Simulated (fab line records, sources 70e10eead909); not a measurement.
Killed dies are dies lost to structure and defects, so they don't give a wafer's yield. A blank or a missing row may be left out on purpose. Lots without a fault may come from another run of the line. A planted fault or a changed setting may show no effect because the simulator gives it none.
fab line records | flow nand_harc
record lots=12 wafers=36 last_day=24
route steps=1159 shown A_M0@1010 A_M1@1031 END@1159
lots that met no fault: from a run of the same line without faults
start_h: hours from the record's first day to the start of the lot's first wafer shown | wait_h: hours since the lot's step before | " the same as in the row above | L1.1+2: a row that stands for several wafers | - no value, or no start given | * or withheld: withheld | < > ~ a bound
route shown NAME@n: a module of which the file shows steps, and the number in the route of the first | usual: mean/standard deviation of fault-free wafers | same: alike in all rows | chamber/n: place in a boat | sites: the reading at each site | _std_site: their standard deviation | _edge_site: outer sites' mean less inner sites' | radius_mm: how far each site lies from the wafer's centre | mask NAME#n: copy n | behind: the tool/chamber that last shaped the wafer | hold: why the lot was held/for how many hours/how that ended | device: the transistor (n, p or np) that didn't switch | end of line: the same wafers' tests at the end of the route | a step without rows: its recipe alone | killed: dies lost to structure and defects at the first sort, not the wafer's yield | map: a wafer's dies, x killed, . not, _ none there
set.NAME: the setting as run; set.NAME@STEP: as run at that earlier step | model.NAME: the simulator's own value behind a step, which no gauge read
steps of the route over a sample of lots; a table a step, a row a wafer
services: from which hour (start_h, from the record's first day; less than 0 if before it) a tool's chamber was out of use, for how many hours, and why
## steps
# step NHARC_A_M0_CD_MEAS_16
# usual cd_nm=80.2/1.3
# columns lot.wafer tool chamber start_h wait_h cd_nm
L698.1 cd_sem-02 - 401.79 - 80.3
L698.2 " - " " 81.5
L698.4 " - " " 80.3
L699.1 cd_sem-03 - 407.63 - 80.4
L699.3 " - " " 79.4
L699.6 " - " " 79.5
L702.2 cd_sem-02 - 429.29 - 81.8
L702.4 " - " " 80.6
L702.6 " - " " 82.1
L701.2 cd_sem-01 - 432.63 - 80.0
L701.3 " - " " 79.0
L701.6 " - " " 80.1
L704.1 cd_sem-03 - 450.59 - 80.7
L704.4 " - " " 79.5
L704.5 " - " " 81.2
L707.1 cd_sem-01 - 456.19 - 78.9
L707.3 " - " " 79.5
L707.6 " - " " 76.6
L706.1 cd_sem-02 - 460.59 - 81.7
L706.3 " - " " 80.1
L706.6 " - " " 77.5
L705.1 cd_sem-02 - 461.32 - 81.5
L705.4 " - " " 81.4
L705.5 " - " " 81.9
L711.1 cd_sem-02 - 475.49 - 81.4
L711.2 " - " " 81.7
L711.5 " - " " 80.8
L710.4 cd_sem-01 - 478.01 - 81.0
L710.5 " - " " 82.3
L710.6 " - " " 80.0
L719.4 cd_sem-02 - 522.99 - 80.4
L719.5 " - " " 81.2
L719.6 " - " " 78.7
L720.1 cd_sem-03 - 528.78 0.2 79.6
L720.4 " - " " 80.7
L720.6 " - " " 80.2
# step NHARC_A_M0_ANNEAL_30
# recipe temp_c=225 time_s=90
# usual wafer_temp_C_max=226.5/0.35
# columns lot.wafer tool chamber start_h wait_h wafer_temp_C_max
L698.1 rtp_anneal-01 0 403.19 0.4 226.3
L698.2 " 0 " " 226.6
L698.4 " 0 " " 226.0
L699.1 rtp_anneal-01 0 409.23 - 226.2
L699.3 " 0 " " 226.3
L699.6 " 0 " " 226.7
L702.2 rtp_anneal-02 0 430.81 0.4 226.4
L702.4 " 0 " " 226.5
L702.6 " 0 " " 226.6
L701.2 rtp_anneal-01 0 434.07 0.4 226.4
L701.3 " 0 " " 226.3
L701.6 " 0 " " 226.0
L704.1 rtp_anneal-01 0 451.95 0.3 226.2
L704.4 " 0 " " 226.0
L704.5 " 0 " " 226.0
L707.1 rtp_anneal-01 0 457.55 0.3 226.6
L707.3 " 0 " " 226.7
L707.6 " 0 " " 226.3
L706.1 rtp_anneal-01 0 462.01 0.3 226.6
L706.3 " 0 " " 226.4
L706.6 " 0 " " 226.5
L705.1 rtp_anneal-01 0 462.67 0.3 226.5
L705.4 " 0 " " 226.2
L705.5 " 0 " " 226.4
L711.1 rtp_anneal-02 0 476.86 - 227.1
L711.2 " 0 " " 226.9
L711.5 " 0 " " 226.6
L710.4 rtp_anneal-02 0 479.60 0.4 226.2
L710.5 " 0 " " 227.2
L710.6 " 0 " " 226.2
L719.4 rtp_anneal-02 0 524.49 0.3 226.7
L719.5 " 0 " " 226.8
L719.6 " 0 " " 227.0
L720.1 rtp_anneal-02 0 530.14 0.3 227.2
L720.4 " 0 " " 226.7
L720.6 " 0 " " 226.4
# step NHARC_A_M1_SOFTBAKE_04
# recipe temp_c=105 time_s=55
# usual chill_plate_temp_C=23.00/0.1 heater_power_total_W=188.46/0.14
# columns lot.wafer tool chamber start_h wait_h chill_plate_temp_C heater_power_total_W
L698.1 litho_track-04 0 405 - 22.98 188.64
L698.2 " 0 " " 22.92 188.74
L698.4 " 0 " " 22.95 188.42
L699.1 litho_track-04 0 411 - 23.12 188.34
L699.3 " 0 " " 23.11 188.26
L699.6 " 0 " " 23.06 188.66
L702.2 litho_track-01 0 432 - 23.02 188.32
L702.4 " 0 " " 22.88 188.29
L702.6 " 0 " " 22.98 188.31
L701.2 litho_track-04 0 435 - 23.06 188.33
L701.3 " 0 " " 23.01 188.44
L701.6 " 0 " " 23.03 188.24
L704.1 litho_track-04 0 453 - 23.04 188.36
L704.4 " 0 " " 23.04 188.45
L704.5 " 0 " " 22.98 188.69
L707.1 litho_track-06 0 459 - 22.89 188.29
L707.3 " 0 " " 22.90 188.73
L707.6 " 0 " " 22.97 188.33
L706.1 litho_track-06 0 464 - 23.18 188.30
L706.3 " 0 " " 23.05 188.62
L706.6 " 0 " " 23.07 188.73
L705.1 litho_track-04 0 464 - 23.12 188.49
L705.4 " 0 " " 22.93 188.51
L705.5 " 0 " " 22.96 188.33
L711.1 litho_track-04 0 478 - 23.06 188.71
L711.2 " 0 " " 23.10 188.49
L711.5 " 0 " " 23.04 322.93
L710.4 litho_track-01 0 481 - 22.99 188.50
L710.5 " 0 " " 23.09 188.30
L710.6 " 0 " " 23.06 188.41
L719.4 litho_track-06 0 526 - 23.07 188.75
L719.5 " 0 " " 22.97 188.39
L719.6 " 0 " " 22.78 188.24
L720.1 litho_track-06 0 531 - 22.99 188.34
L720.4 " 0 " " 22.88 188.76
L720.6 " 0 " " 23.08 188.31
# step NHARC_A_M1_STRIP_18
# recipe power_w=1000 n2_flow_sccm=150 h2_flow_sccm=150 ar_flow_sccm=0 bias_w=0 chemistry=N2/H2
# usual drypump_motor_current_A=5.6/0.44 oes_product_au=1.002/0.014 power_w=999.9/3 rf_vpp_V=91.0/0.95 showerhead_plenum_p_Torr=2.07/0.077 throttle_valve_pct=14.172/0.0088
# columns lot.wafer tool chamber start_h wait_h drypump_motor_current_A oes_product_au power_w rf_hours_counter_h rf_vpp_V showerhead_plenum_p_Torr throttle_valve_pct
L698.2 rie_diel-13 2 406.44 0.1 5.4 0.993 994.7 10 90.7 2.10 14.170
L698.4 " 3 " " 5.9 1.009 1000.0 11 91.2 1.92 14.163
L698.1 " 0 " " 5.4 1.003 1001.0 11 91.2 2.09 14.170
L699.3 rie_diel-13 2 412.06 0.1 5.4 0.984 1004.8 10 90.6 2.10 14.181
L699.1 " 3 " " 5.9 0.999 996.9 11 89.9 1.92 14.172
L699.6 " 2 " " 5.4 0.976 1005.6 - 91.1 2.10 14.178
L702.4 rie_diel-04 3 433.39 0.1 5.3 0.984 1003.5 3 91.6 2.09 14.161
L702.2 " 2 " " 5.3 1.008 1001.1 3 93.0 2.20 14.177
L702.6 " 0 " " 5.8 0.995 995.7 - 90.1 2.10 14.157
L701.2 rie_diel-08 1 436.83 0.1 5.2 1.028 1003.6 7 91.5 2.11 14.188
L701.3 " 3 " " 6.3 0.993 992.4 7 91.5 2.07 14.167
L701.6 " 1 " " 5.3 1.015 1005.0 - 91.5 2.11 14.159
L704.1 rie_diel-04 2 454.82 0.1 5.2 1.006 1006.4 4 92.5 2.20 14.180
L704.4 " 3 " " 5.3 0.982 997.4 4 90.6 2.09 14.180
L704.5 " 2 " " 5.3 1.008 1003.2 - 90.5 2.20 14.179
L707.3 rie_diel-04 2 460.65 0.1 5.2 1.008 993.1 4 90.9 2.20 14.171
L707.1 " 1 " " 6.0 0.990 995.8 4 91.6 1.97 14.177
L707.6 " 3 " " 5.3 0.973 999.6 - 90.7 2.09 14.180
L706.1 rie_diel-04 3 464.93 0.1 5.3 0.995 997.2 4 91.3 2.09 14.185
L706.3 " 1 " " 6.0 0.991 993.8 4 90.6 1.97 14.190
L706.6 " 3 " " 5.3 0.997 999.3 - 90.2 2.09 14.168
L705.4 rie_diel-08 1 465.47 0.1 5.2 1.018 997.4 9 91.0 2.11 14.168
L705.1 " 3 " " 6.2 0.990 997.1 9 91.8 2.07 14.169
L705.5 " 1 " " 5.2 1.019 999.2 - 92.1 2.11 14.163
L711.2 rie_diel-04 0 479.81 0.1 5.8 1.013 998.1 0 90.7 2.10 14.174
L711.1 " 2 " " 5.3 1.007 1002.6 0 92.1 2.20 14.171
L711.5 " 0 " " 5.8 1.007 997.8 - 90.6 2.10 14.169
L710.4 rie_diel-13 3 482.13 0.1 5.9 1.012 1002.8 1 91.2 1.92 14.187
L710.5 " 1 " " 4.8 1.033 995.5 - 90.2 2.05 14.165
L710.6 " 2 " " 5.4 0.993 1005.9 - 90.6 2.10 14.175
L719.4 rie_diel-08 1 527.76 0.1 5.2 1.010 999.3 2 91.6 2.11 14.178
L719.5 " 3 " " 6.3 1.015 997.6 - 91.5 2.06 14.164
L719.6 " 0 " " 6.4 0.981 996.9 - 90.9 2.15 14.172
L720.4 rie_diel-13 3 532.92 0.1 5.9 1.004 997.7 6 91.1 1.92 14.172
L720.1 " 1 " " 4.8 1.008 1005.3 6 91.2 2.05 14.146
L720.6 " 0 " " 5.4 1.008 1000.9 - 93.5 2.09 14.167
# step NHARC_END_SORT_01
# recipe temp_c=25
# usual defect_limited_yield=95.5/1.3 killed_at_array=26/8.4 killed_at_other=0.7/0.97 killed_at_periphery=3.2/2.2 killed_dies=30/8.5 killed_open=3.4/2 killed_short=2/1.3 sort_bin_2_pct=1.5/0.52 sort_bin_3_pct=0.21/0.18 sort_bin_4_pct=2.8/0.91 sort_n_pass=647/8.5 sort_rim_yield_pct=94.8/2.7 sort_yield_pct=95.5/1.3
# same gross_dies=677 sort_bin_5_pct[%]=0 sort_bin_6_pct[%]=0 sort_bin_7_pct[%]=0 sort_bin_8_pct[%]=0 sort_rim_n_gross=106.00
# columns lot.wafer tool chamber start_h wait_h defect_limited_yield[%] killed_at_array killed_at_other killed_at_periphery killed_dies killed_open killed_short sort_bin_2_pct[%] sort_bin_3_pct[%] sort_bin_4_pct[%] sort_n_pass sort_rim_yield_pct[%] sort_yield_pct[%]
L704.1 prober-01 0 489.91 2.6 95.4 28 1 2 31 2 5 1.3 0.30 3.0 646 96.2 95.4
L704.4 prober-01 0 492.31 3.4 95.1 25 0 8 33 8 2 1.2 0.30 3.4 644 97.2 95.1
L704.5 prober-01 0 493.10 3.7 96.6 20 0 3 23 3 4 1.0 0.15 2.2 654 96.2 96.6
L705.1 prober-02 0 505.30 2.5 96.5 23 0 1 24 0 1 1.2 0.15 2.2 653 97.2 96.5
L705.4 prober-02 0 507.68 3.4 95.9 26 0 2 28 4 3 1.6 0.30 2.2 649 96.2 95.9
L705.5 prober-02 0 508.47 3.7 95.6 27 0 3 30 5 2 1.6 0.44 2.4 647 94.3 95.6
# killed by level:class
L704.1 A_SLIT:chamber_film_flake=14 A_CHANNEL_HOLE_D1:chamber_film_flake=6 A_CHANNEL_FILL_D1:geometric_particle:short=2 A_WL_FILL:geometric_particle:short=2 A_STAIRCASE:chamber_film_flake=2 P_M0:geometric_particle:open=1 A_SLIT:geometric_particle:short=1 A_CONTACT:geometric_particle:open=1
L704.4 A_SLIT:chamber_film_flake=14 P_M0:geometric_particle:open=3 A_CONTACT:geometric_particle:open=3 P_STI:chamber_film_flake=3 P_M1:geometric_particle:short=2 A_STAIRCASE:chamber_film_flake=2 A_ONON_D1:geometric_particle:open=1 A_CHANNEL_FILL_D1:geometric_particle:open=1
L704.5 A_SLIT:chamber_film_flake=5 A_CHANNEL_HOLE_D1:chamber_film_flake=3 A_WL_FILL:chamber_film_flake=3 A_SGD_CUT:geometric_particle:short=2 P_STI:chamber_film_flake=2 A_CONTACT:chamber_film_flake=2 P_M0:geometric_particle:open=1 A_ONON_D1:geometric_particle:short=1
L705.1 A_CHANNEL_HOLE_D1:chamber_film_flake=17 A_STAIRCASE:chamber_film_flake=3 A_M0:geometric_particle:short=1 P_STI:chamber_film_flake=1 A_WL_FILL:chamber_film_flake=1 A_CONTACT:chamber_film_flake=1
L705.4 A_CHANNEL_HOLE_D1:chamber_film_flake=16 A_CHANNEL_FILL_D1:geometric_particle:short=2 P_STI:chamber_film_flake=2 A_CONTACT:chamber_film_flake=2 A_ONON_D1:geometric_particle:short=1 A_CHANNEL_HOLE_D1:geometric_particle:open=1 A_CONTACT:geometric_particle:open=1 A_BLC:geometric_particle:open=1
L705.5 A_CHANNEL_HOLE_D1:chamber_film_flake=16 A_CHANNEL_FILL_D1:geometric_particle:open=3 A_STAIRCASE:chamber_film_flake=3 P_STI:chamber_film_flake=2 P_M0:geometric_particle:open=1 A_WL_FILL:geometric_particle:short=1 A_CONTACT:geometric_particle:short=1 A_BLC:geometric_particle:open=1
## services
# columns tool chamber start_h hours kind
rie_diel-04 - 384.51 0.5 repair
rie_diel-08 - 394.38 0.9 repair
rie_diel-04 0 395.90 - clean
rie_diel-04 1 395.90 - clean
rie_diel-04 2 395.90 - clean
rie_diel-04 3 395.90 - clean
rie_diel-04 2 401.38 1.3 repair
rie_diel-13 3 413.10 4.2 repair
rie_diel-04 0 420.40 - clean
rie_diel-04 1 420.40 - clean
rie_diel-08 - 437.13 1.8 repair
litho_track-01 - 443.00 7.0 pm
rie_diel-13 - 453.00 9.0 pm
rie_diel-04 - 465.90 9.0 pm
litho_track-06 - 467.01 7.0 pm
rie_diel-08 - 478.84 9.0 pm
litho_track-04 - 491.00 7.0 pm
rie_diel-13 0 495.29 7.4 repair
rie_diel-08 0 498.37 4.0 repair
rie_diel-13 1 500.51 2.1 repair
rie_diel-13 0 503.56 5.7 repair
rie_diel-13 2 517.29 10.1 repair
rie_diel-04 1 523.51 6.8 repair
rie_diel-04 3 527.12 14.6 repair
## key
first_sign step=NHARC_A_M1_SOFTBAKE_04 reading=heater_power_total_W direction=up sigmas=99+ usual=* struck=*
effect none on later readings
met_at NHARC_A_M1_SOFTBAKE_04
struck_lots L711
struck_wafers L711.5
not_acting_at NHARC_A_M0_CD_MEAS_16,NHARC_A_M0_ANNEAL_30,NHARC_A_M1_STRIP_18
fault kind=process_parameter_drift tool=litho_track-04 chamber=- onset_h=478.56 steps=NHARC_A_M1_SOFTBAKE_04 channel=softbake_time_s offset=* shape=step end_h=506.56 scope=struck_wafers_only acts_in=* stated=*
